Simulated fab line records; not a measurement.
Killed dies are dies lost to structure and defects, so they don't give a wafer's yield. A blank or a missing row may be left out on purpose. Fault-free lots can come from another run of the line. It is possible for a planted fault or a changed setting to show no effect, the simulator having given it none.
Matching of chambers    flow n5_finfet    N5_HKMG_FIN_ALD_21 on ald_metal-01: 4 sister chambers
The step deposits TiN, target thk 1.5 nm, pulse time 1 s, purge time 3 s. 4 wafers are shown with their chamber, then 10 later ones without.

EACH WAFER AND ITS CHAMBER
wafer   chamber  heater_power_w (W)
L083.1  3        646
L085.3  0        951
L087.2  2        884
L087.3  1        843

WAFERS WITH NO CHAMBER GIVEN
wafer   heater_power_w (W)
L087.5  641
L089.1  867
L089.2  961
L089.3  846
L090.2  929
L090.3  864
L090.4  824
L095.2  880
L095.3  981
L095.6  627

WHICH CHAMBER EACH ONE RAN IN
wafer   from the rows above      in truth
L087.5  3                        3
L089.1  can't be placed: 2 or 1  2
L089.2  0                        0
L089.3  1                        1
L090.2  can't be placed: 0 or 2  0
L090.3  can't be placed: 2 or 1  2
L090.4  1                        1
L095.2  can't be placed: 2 or 1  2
L095.3  0                        0
L095.6  3                        3
Placed correctly: 6 of 10. Unplaceable from these rows: 4, with the true chamber sitting among the candidates in 4. 0 placed wrongly.
How it was worked out, from the rows above alone: a wafer's distance from a chamber is the root of the sum, over the readings, of the square of ((its reading less the chamber's mean) divided by the reading's scatter). The wafer belongs to the nearest chamber; if the next one is less than 2 further off, it can't be placed. Each chamber's mean is taken over the wafers shown for it. The scatter (one wafer shown for each chamber): square how far every hidden wafer sits from the nearest shown wafer, average those squares and take the square root.
